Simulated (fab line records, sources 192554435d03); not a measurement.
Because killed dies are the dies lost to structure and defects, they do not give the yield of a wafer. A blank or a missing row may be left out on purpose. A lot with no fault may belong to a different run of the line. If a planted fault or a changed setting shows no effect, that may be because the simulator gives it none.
What tool caused it?    flow n5Finfet    9 lots with 26 wafers sampled at 8 steps, on a route of 1938 steps

== WHAT THE GAUGES SHOWED, per wafer ==
N5_BEOL_M3_INSPECT_59: inspects for defects (darkfield). Usual: rawDefectCount reads 82 (standard deviation 24).
lot   measured      on                rawDefectCount  flag
L576  day 7 03:51   defectInspect-02  77 78 86        
L578  day 7 11:35   defectInspect-01  121 128 136     
L580  day 8 23:16   defectInspect-02  94 73 87        
L584  day 10 00:55  defectInspect-02  87 144 114      
L586  day 10 11:47  defectInspect-02  124 89 87       
L587  day 10 14:10  defectInspect-01  79 47 50        
L590  day 11 18:30  defectInspect-01  64 73 100       
L599  day 13 19:19  defectInspect-01  418 93          OFF
L598  day 13 23:32  defectInspect-01  71 38 429       OFF

N5_BEOL_M4_INSPECT_13: inspects for defects (brightfield). Usual: rawDefectCount reads 455 (standard deviation 84).
lot   measured      on                rawDefectCount  flag
L576  day 7 05:09   defectInspect-02  316 367 358     
L578  day 7 13:04   defectInspect-01  529 656 434     
L580  day 9 00:34   defectInspect-02  600 527 459     
L584  day 10 02:54  defectInspect-02  504 541 410     
L586  day 10 13:22  defectInspect-01  420 458 369     
L587  day 10 16:50  defectInspect-01  410 395 402     
L590  day 11 21:19  defectInspect-02  476 542 602     
L599  day 13 20:02  defectInspect-02  855 435         
L598  day 14 02:14  defectInspect-01  370 260 764     

N5_BEOL_M4_INSPECT_30: inspects for defects (brightfield). Usual: rawDefectCount reads 456 (standard deviation 83).
lot   measured      on                rawDefectCount  flag
L576  day 7 06:02   defectInspect-01  290 342 323     
L578  day 7 14:16   defectInspect-01  545 622 420     
L580  day 9 01:26   defectInspect-01  555 437 427     
L584  day 10 03:47  defectInspect-02  488 558 421     
L586  day 10 14:22  defectInspect-01  419 452 377     
L587  day 10 17:49  defectInspect-01  384 396 416     
L590  day 11 22:15  defectInspect-01  435 503 563     
L599  day 13 21:03  defectInspect-01  780 407         
L598  day 14 03:50  defectInspect-02  423 273 811     

N5_BEOL_M4_RC_MEAS_101. Usual: DIBL_N 36.2 mV/V, standard deviation 1.2; DIBL_P 36.3 mV/V, standard deviation 1.3; IOFF_N 0.155 nA/um, standard deviation 0.019; IOFF_P 0.210 nA/um, standard deviation 0.029; ION_N 677 uA/um, standard deviation 8.6; ION_P 465 uA/um, standard deviation 6.8; SS_N 71.4 mV/dec, standard deviation 0.48; SS_P 73.2 mV/dec, standard deviation 0.53; VT_N 249.9 mV, standard deviation 2.4; VT_P -250 mV, standard deviation 3.2.
lot   measured      on         DIBL_N (mV/V)   DIBL_P (mV/V)   IOFF_N (nA/um)     IOFF_P (nA/um)     ION_N (uA/um)  ION_P (uA/um)  SS_N (mV/dec)   SS_P (mV/dec)   VT_N (mV)          VT_P (mV)       flag
L576  day 7 14:26   prober-02  36.5 36.3 37.5  36.8 36.4 37.9  0.157 0.153 0.178  0.199 0.198 0.220  672 673 685    464 459 469    71.7 71.1 71.9  72.9 73.6 72.6  250.5 251.6 249.3  -252 -250 -250  
L578  day 7 20:34   prober-02  35.9 35.5 35.7  36.3 36.4 36.2  0.161 0.155 0.155  0.233 0.227 0.229  680 690 681    471 476 472    71.5 70.4 70.8  73.6 72.9 73.7  247.7 246.8 246.7  -247 -247 -248  
L580  day 9 07:53   prober-02  35.7 37.4 37.0  36.0 38.4 37.4  0.144 0.182 0.166  0.215 0.245 0.222  671 678 666    463 469 464    71.6 70.9 71.0  73.4 74.0 73.7  251.6 246.6 249.5  -249 -247 -248  
L584  day 10 17:23  prober-02  35.4 36.1 35.5  35.1 35.5 35.5  0.155 0.165 0.158  0.235 0.245 0.257  679 683 671    473 477 474    71.8 71.8 71.6  73.3 73.4 73.4  247.3 248.0 248.7  -246 -244 -244  
L586  day 11 05:05  prober-01  34.4 36.1 37.6  33.4 36.1 37.4  0.117 0.154 0.181  0.192 0.227 0.253  669 680 684    470 474 470    70.6 71.4 71.6  72.5 73.4 74.0  253.2 250.9 246.6  -245 -247 -247  
L587  day 11 13:34  prober-01  35.5 37.7 35.9  35.8 37.8 35.3  0.165 0.204 0.152  0.222 0.267 0.218  687 678 678    467 470 469    71.0 71.8 71.9  73.1 73.8 73.3  245.4 246.3 252.4  -249 -248 -250  
L590  day 12 09:59  prober-02  35.4 34.9 35.6  37.3 36.4 37.5  0.158 0.147 0.172  0.225 0.215 0.238  674 675 680    462 469 472    71.5 71.8 70.5  74.0 73.4 73.7  251.2 249.0 248.5  -249 -249 -246  
L599  day 14 11:05  prober-02  36.9 37.4       35.5 36.0       0.159 0.164        0.188 0.199        673 674        459 458        71.7 71.9       72.8 73.6       250.4 249.7        -251 -252       
L598  day 14 17:31  prober-02  36.7 36.6 37.7  36.1 35.9 38.0  0.170 0.166 0.184  0.206 0.199 0.240  676 676 690    466 461 471    71.5 70.6 72.1  73.0 73.5 73.9  247.0 250.3 245.6  -251 -252 -249  

== EACH LOT AND THE TOOL THAT RAN IT (in order: tool; ch and the chambers of the sampled wafers; start) ==
lot   N5_BEOL_M3_ANNEAL_93         N5_BEOL_M3_ANNEAL_51             N5_BEOL_M3_CO_CAP_55             N5_BEOL_M4_PECVD_72
L576  pvdSputter-02, day 7 01:34   rtpAnneal-02 ch 0, day 7 03:01   cvdCo-02 ch 0,2, day 7 03:38     pecvd-04 ch 0,1, day 7 03:59
L578  pvdSputter-03, day 7 10:10   rtpAnneal-02 ch 0, day 7 10:46   cvdCo-02 ch 0,2, day 7 11:23     pecvd-02 ch 1,2, day 7 11:44
L580  pvdSputter-03, day 8 21:50   rtpAnneal-01 ch 0, day 8 22:23   cvdCo-01 ch 0,2, day 8 23:04     pecvd-02 ch 0,1, day 8 23:25
L584  pvdSputter-02, day 9 23:28   rtpAnneal-02 ch 0, day 10 00:04  cvdCo-02 ch 0,1,2, day 10 00:42  pecvd-01 ch 0,1,2, day 10 01:03
L586  pvdSputter-02, day 10 10:21  rtpAnneal-02 ch 0, day 10 10:57  cvdCo-01 ch 0,2, day 10 11:35    pecvd-04 ch 0,1, day 10 11:57
L587  pvdSputter-03, day 10 12:41  rtpAnneal-01 ch 0, day 10 13:14  cvdCo-02 ch 0,1,2, day 10 13:57  pecvd-02 ch 0,1, day 10 14:19
L590  pvdSputter-03, day 11 16:35  rtpAnneal-01 ch 0, day 11 17:11  cvdCo-01 ch 0,1,2, day 11 18:17  pecvd-02 ch 0,1,2, day 11 18:38
L599  pvdSputter-01, day 13 17:53  rtpAnneal-02 ch 0, day 13 18:31  cvdCo-01 ch 0,1, day 13 19:06    pecvd-02 ch 0,1, day 13 19:27
L598  pvdSputter-03, day 13 21:57  rtpAnneal-02 ch 0, day 13 22:38  cvdCo-01 ch 0,1,2, day 13 23:14  pecvd-04 ch 0,1,2, day 13 23:41
- N5_BEOL_M3_ANNEAL_93: time 240 s.
- N5_BEOL_M3_ANNEAL_51: time 90 s.
- N5_BEOL_M3_CO_CAP_55: material Co, precursor CCTBA/H2, target thk 2 nm, time 102.1 s.
- N5_BEOL_M4_PECVD_72: deposits SiO2 from TEOS/O2, target thk 16 nm, time 18 s.

== AS READ BY THE TOOLS THEMSELVES (means over the sampled wafers that have a number; for cases with no such wafer, the mark the record gives instead) ==
N5_BEOL_M3_ANNEAL_93. Usual: heaterPowerW reads 817 W (standard deviation 81).
lot   tool           heaterPowerW (W)  flag
L576  pvdSputter-02  851               
L578  pvdSputter-03  863               
L580  pvdSputter-03  863               
L584  pvdSputter-02  866               
L586  pvdSputter-02  784               
L587  pvdSputter-03  824               
L590  pvdSputter-03  828               
L599  pvdSputter-01  842               
L598  pvdSputter-03  867               

N5_BEOL_M3_ANNEAL_51. Usual: wafer_temp_C_max reads 226.5 (standard deviation 0.42).
lot   tool          wafer_temp_C_max  flag
L576  rtpAnneal-02  226.3             
L578  rtpAnneal-02  227.0             
L580  rtpAnneal-01  226.3             
L584  rtpAnneal-02  226.8             
L586  rtpAnneal-02  226.6             
L587  rtpAnneal-01  226.3             
L590  rtpAnneal-01  226.0             
L599  rtpAnneal-02  226.5             
L598  rtpAnneal-02  226.8             

N5_BEOL_M3_CO_CAP_55. Usual: heaterPowerW reads 238 W (standard deviation 18).
lot   tool      heaterPowerW (W)  flag
L576  cvdCo-02  238               
L578  cvdCo-02  242               
L580  cvdCo-01  244               
L584  cvdCo-02  239               
L586  cvdCo-01  257               
L587  cvdCo-02  237               
L590  cvdCo-01  242               
L599  cvdCo-01  252               
L598  cvdCo-01  240               

N5_BEOL_M4_PECVD_72. Usual: heaterPowerW 661 W, standard deviation 100; showerheadPlenumPTorr 8.77 Torr, standard deviation 0.059; showerheadVppV 1360 V, standard deviation 57; throttleValvePct 22.4 %, standard deviation 0.72.
lot   tool      heaterPowerW (W)  showerheadPlenumPTorr (Torr)  showerheadVppV (V)  throttleValvePct (%)  flag
L576  pecvd-04  742               8.84                          1446                22.7                  
L578  pecvd-02  544               8.67                          1338                22.6                  
L580  pecvd-02  617               8.79                          1352                22.4                  
L584  pecvd-01  609               8.75                          1316                22.2                  
L586  pecvd-04  798               8.83                          1435                22.8                  
L587  pecvd-02  663               8.78                          1348                22.3                  
L590  pecvd-02  610               8.72                          1348                22.2                  
L599  pecvd-02  696               8.79                          1324                22.6                  
L598  pecvd-04  701               8.81                          1398                22.5                  

== THE ANSWER, worked out from the rows above alone ==
Rule: lot off if the mean of its wafers having a number is beyond 3 standard deviations from the usual mean. A lot without any number at a reading at which 4 lots or more have one is off too. All remaining lots with rows at the step are treated as sound. After the gauges, taken in route order, come the tools' own readings; for these a lot's mean is taken, as printed above. The first step at which some lot is off is used, and at that step the reading that is off furthest; a lot without a number counts as furthest.
Off: L599, L598 (N5_BEOL_M3_INSPECT_59, rawDefectCount).
If a tool, at a process step before that reading, ran all the lots that are off and no sound lot after the first of them, it fits. Gauges at N5_BEOL_M3_INSPECT_59: tried the same way as those tools. Can't be told from this: 3 tools fit, rtpAnneal-02 at N5_BEOL_M3_ANNEAL_51, cvdCo-01 at N5_BEOL_M3_CO_CAP_55, defectInspect-01 at N5_BEOL_M3_INSPECT_59.

== WHAT THE SIMULATOR PUT IN ==
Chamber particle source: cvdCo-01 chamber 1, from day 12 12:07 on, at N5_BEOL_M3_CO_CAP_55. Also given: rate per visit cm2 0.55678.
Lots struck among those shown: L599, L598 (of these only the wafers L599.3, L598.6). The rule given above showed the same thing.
